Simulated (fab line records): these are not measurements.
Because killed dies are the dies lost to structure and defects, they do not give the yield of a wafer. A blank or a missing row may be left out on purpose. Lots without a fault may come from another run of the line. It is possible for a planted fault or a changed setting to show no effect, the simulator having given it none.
Which tool was responsible?	flow nandHarc	Sampling: 24 lots, 72 wafers, 5 of 1302 route steps

## WHAT EACH GAUGE READ, for each wafer
NHARC_A_M1_THK_MEAS_24: measures by xrf.
lot	measured	on	thkNm (nm)
L074	day 23 04:16	filmMetro-02	155.8 154.8 156.2
L075	day 23 10:20	filmMetro-02	154.7 154.1 154.2
L076	day 23 11:26	filmMetro-02	155.9 153.0 151.7
L077	day 24 00:29	filmMetro-02	151.4 152.2 154.8
L078	day 24 10:52	filmMetro-01	156.4 153.2 154.2
L079	day 24 17:48	filmMetro-01	154.0 154.3 155.0
L080	day 25 10:25	filmMetro-02	153.1 153.9 154.4
L081	day 26 03:46	filmMetro-01	154.2 154.2 156.1
L083	day 26 16:43	filmMetro-02	152.0 152.3 152.6
L082	day 26 17:58	filmMetro-02	155.1 155.3 154.7
L084	day 27 18:39	filmMetro-02	153.5 155.0 152.9
L085	day 27 19:59	filmMetro-02	156.4 155.2 153.6
L087	day 28 08:20	filmMetro-02	152.4 153.7 154.2
L088	day 28 10:52	filmMetro-02	154.1 152.1 153.8
L086	day 28 11:25	filmMetro-02	153.4 155.7 155.6
L089	day 28 12:41	filmMetro-01	151.8 152.4 151.5
L091	day 29 13:42	filmMetro-01	152.0 152.9 152.5
L090	day 29 15:08	filmMetro-02	152.4 151.7 157.7
L092	day 30 09:59	filmMetro-01	152.3 153.2 155.9
L093	day 30 14:37	filmMetro-01	153.0 151.2 151.8
L094	day 30 19:05	filmMetro-01	156.4 154.0 157.1
L095	day 31 12:55	filmMetro-02	156.3 156.4 154.1
L096	day 31 13:37	filmMetro-02	155.4 154.4 156.2
L097	day 33 07:29	filmMetro-01	153.2 156.8 153.2

NHARC_A_BONDPAD_CD_MEAS_09: target cd 500 nm.
lot	measured	on	cdNm (nm)
L074	day 23 06:22	cdSem-01	502.2 500.2 500.6
L075	day 23 12:26	cdSem-01	499.4 500.6 501.4
L076	day 23 13:31	cdSem-01	501.1 496.5 498.3
L077	day 24 02:34	cdSem-03	498.5 498.0 498.5
L078	day 24 13:07	cdSem-03	498.1 500.1 500.2
L079	day 24 19:53	cdSem-01	499.4 502.1 499.0
L080	day 25 12:29	cdSem-02	498.2 499.8 498.9
L081	day 26 05:51	cdSem-01	501.8 500.9 503.1
L083	day 26 18:48	cdSem-03	502.4 501.8 502.4
L082	day 26 20:03	cdSem-01	499.8 499.0 497.8
L084	day 27 20:44	cdSem-01	500.5 502.4 502.7
L085	day 27 21:56	cdSem-03	500.5 500.5 499.6
L087	day 28 10:25	cdSem-03	500.8 498.2 498.5
L088	day 28 12:57	cdSem-02	499.2 498.4 498.5
L086	day 28 13:31	cdSem-03	501.3 500.5 500.8
L089	day 28 14:48	cdSem-01	499.9 500.4 501.5
L091	day 29 15:43	cdSem-02	498.3 497.7 501.2
L090	day 29 17:13	cdSem-02	500.6 500.1 499.0
L092	day 30 12:04	cdSem-01	498.1 500.9 499.4
L093	day 30 16:41	cdSem-02	496.1 495.6 497.1
L094	day 30 21:02	cdSem-02	499.2 499.3 499.2
L095	day 31 14:52	cdSem-03	500.6 502.4 501.2
L096	day 31 15:42	cdSem-01	497.6 500.2 500.3
L097	day 33 09:34	cdSem-01	501.0 500.9 498.5

NHARC_A_BONDPAD_CD_MEAS_13.
lot	measured	on	cdNm (nm)
L074	day 23 06:53	cdSem-03	502.2 500.6 500.6
L075	day 23 12:58	cdSem-03	499.6 500.9 500.3
L076	day 23 14:03	cdSem-03	501.3 495.5 498.1
L077	day 24 03:06	cdSem-03	496.9 497.8 499.1
L078	day 24 13:47	cdSem-03	497.5 500.9 500.0
L079	day 24 20:25	cdSem-01	497.5 500.7 498.3
L080	day 25 13:01	cdSem-03	497.4 499.7 499.5
L081	day 26 06:26	cdSem-02	502.1 500.7 502.4
L083	day 26 19:20	cdSem-03	503.3 502.4 501.7
L082	day 26 20:35	cdSem-03	499.6 499.3 497.9
L084	day 27 21:16	cdSem-03	500.9 502.1 501.5
L085	day 27 22:28	cdSem-03	499.0 499.3 498.4
L087	day 28 10:57	cdSem-03	499.9 496.8 496.3
L088	day 28 13:29	cdSem-01	498.7 497.3 498.5
L086	day 28 14:02	cdSem-01	500.2 501.0 500.3
L089	day 28 15:20	cdSem-01	499.2 499.5 501.7
L091	day 29 16:14	cdSem-02	498.6 496.3 500.5
L090	day 29 17:47	cdSem-02	500.5 500.1 497.3
L092	day 30 12:36	cdSem-01	497.4 499.5 498.3
L093	day 30 17:13	cdSem-02	494.6 495.3 496.5
L094	day 30 21:34	cdSem-02	498.1 499.5 499.1
L095	day 31 15:24	cdSem-03	499.4 502.1 499.7
L096	day 31 16:14	cdSem-01	497.0 499.0 500.0
L097	day 33 10:32	cdSem-03	500.4 501.6 497.3

NHARC_THIN_TSV_CD_MEAS_12: target cd 1000 nm.
lot	measured	on	cdNm (nm)
L074	day 23 21:20	cdSem-02	997.5 996.8 997.7
L075	day 24 03:38	cdSem-01	1002.5 1001.2 1000.9
L076	day 24 05:00	cdSem-03	1000.1 1000.4 1001.5
L077	day 24 17:32	cdSem-03	1001.5 999.9 1001.2
L078	day 25 04:52	cdSem-03	999.7 1001.3 1001.6
L079	day 25 11:00	cdSem-01	999.3 996.6 997.4
L080	day 26 03:49	cdSem-02	999.9 1000.8 1001.5
L081	day 26 22:46	cdSem-01	1000.6 999.7 1001.7
L083	day 27 09:47	cdSem-02	1001.3 1001.7 1002.1
L082	day 27 10:59	cdSem-02	997.0 994.7 997.6
L084	day 28 11:40	cdSem-01	997.6 996.0 997.9
L085	day 28 12:52	cdSem-01	997.6 995.3 996.0
L087	day 29 01:17	cdSem-01	1001.2 998.5 1001.3
L088	day 29 02:37	cdSem-03	1001.0 1002.3 1000.5
L086	day 29 05:41	cdSem-01	995.5 997.5 998.8
L089	day 29 06:53	cdSem-02	998.2 1000.0 1000.1
L091	day 30 07:23	cdSem-02	998.2 999.3 997.4
L090	day 30 08:43	cdSem-02	1002.4 1000.4 1002.4
L092	day 31 03:07	cdSem-01	999.8 1002.2 1001.3
L093	day 31 10:57	cdSem-03	1001.3 998.7 1003.9
L094	day 31 12:08	cdSem-02	998.1 1000.4 1003.0
L095	day 32 13:39	cdSem-02	996.3 999.3 998.2
L096	day 32 14:52	cdSem-01	1002.3 998.3 998.1
L097	day 34 00:54	cdSem-02	1002.4 1002.9 1002.7

## EACH LOT AND THE TOOL THAT RAN IT (in order: tool; ch and the chambers of the sampled wafers; start)
lot	NHARC_THIN_TSV_CMP_01
L074	cmp-04 ch 0,1,3, day 23 20:01
L075	cmp-04 ch 0,3, day 24 02:28
L076	cmp-02 ch 1,2,3, day 24 03:42
L077	cmp-01 ch 1,2,3, day 24 16:14
L078	cmp-02 ch 0,1,3, day 25 03:36
L079	cmp-01 ch 0,1,3, day 25 09:41
L080	cmp-01 ch 1,2,3, day 26 02:32
L081	cmp-04 ch 0,2,3, day 26 21:39
L083	cmp-01 ch 0,1,3, day 27 08:28
L082	cmp-04 ch 0,1,3, day 27 09:44
L084	cmp-01 ch 1,2,3, day 28 10:22
L085	cmp-04 ch 0,2,3, day 28 11:35
L087	cmp-04 ch 0,3, day 29 00:05
L088	cmp-04 ch 0,1, day 29 01:18
L086	cmp-02 ch 0,2,3, day 29 04:22
L089	cmp-04 ch 0,1,3, day 29 05:35
L091	cmp-02 ch 0,1, day 30 06:11
L090	cmp-04 ch 0,1,3, day 30 07:24
L092	cmp-04 ch 0,1,2, day 31 01:51
L093	cmp-04 ch 0,1, day 31 09:38
L094	cmp-02 ch 0,1,2, day 31 10:49
L095	cmp-04 ch 2,3, day 32 12:20
L096	cmp-01 ch 2,3, day 32 13:34
L097	cmp-04 ch 1,3, day 33 23:35
- NHARC_THIN_TSV_CMP_01: polishes.

## WHAT THE TOOLS THEMSELVES READ (means of the sampled wafers that have a number; where no wafer has one, the mark that the record gives instead)
NHARC_THIN_TSV_CMP_01.
lot	tool	motorCurrentA (A)	slurryFlowMlMin
L074	cmp-04	11.2	150.1
L075	cmp-04	11.3	150.2
L076	cmp-02	12.5	150.2
L077	cmp-01	11.2	150.3
L078	cmp-02	12.1	149.8
L079	cmp-01	12.5	149.7
L080	cmp-01	11.4	150.2
L081	cmp-04	12.0	150.2
L083	cmp-01	12.5	150.2
L082	cmp-04	11.6	150.0
L084	cmp-01	11.0	150.0
L085	cmp-04	12.1	149.9
L087	cmp-04	10.8	149.8
L088	cmp-04	11.1	150.5
L086	cmp-02	12.0	150.1
L089	cmp-04	11.3	149.7
L091	cmp-02	12.2	149.8
L090	cmp-04	11.1	150.6
L092	cmp-04	12.0	150.1
L093	cmp-04	11.0	150.3
L094	cmp-02	11.9	150.2
L095	cmp-04	12.5	150.2
L096	cmp-01	11.9	150.5
L097	cmp-04	11.4	150.2

## THE ANSWER, worked out from the rows above alone
Rule: usual is defined by the lots themselves. The widest of any qualifying gaps counts: lots, ordered by their means at a reading, are off when they make up no more than a third of the lots, leave a main group of 4 or more, and stand apart from it by 3 or more times the standard deviation of that group's means. If all means in a main group match to the digits the tables above print for the reading, that group is not used. A lot without any number at a reading at which 4 lots or more have one is off too. Any other lot the step has rows for is counted as sound. The gauges are gone through in route order, then the tools' own readings, and for those a lot's mean is taken as printed above. The first step at which some lot is off is used, and at that step the reading that is off furthest; a lot without a number counts as furthest.
Across all readings shown, no lot is off: no conclusion can be drawn from this.

## WHAT WAS PUT IN BY THE SIMULATOR
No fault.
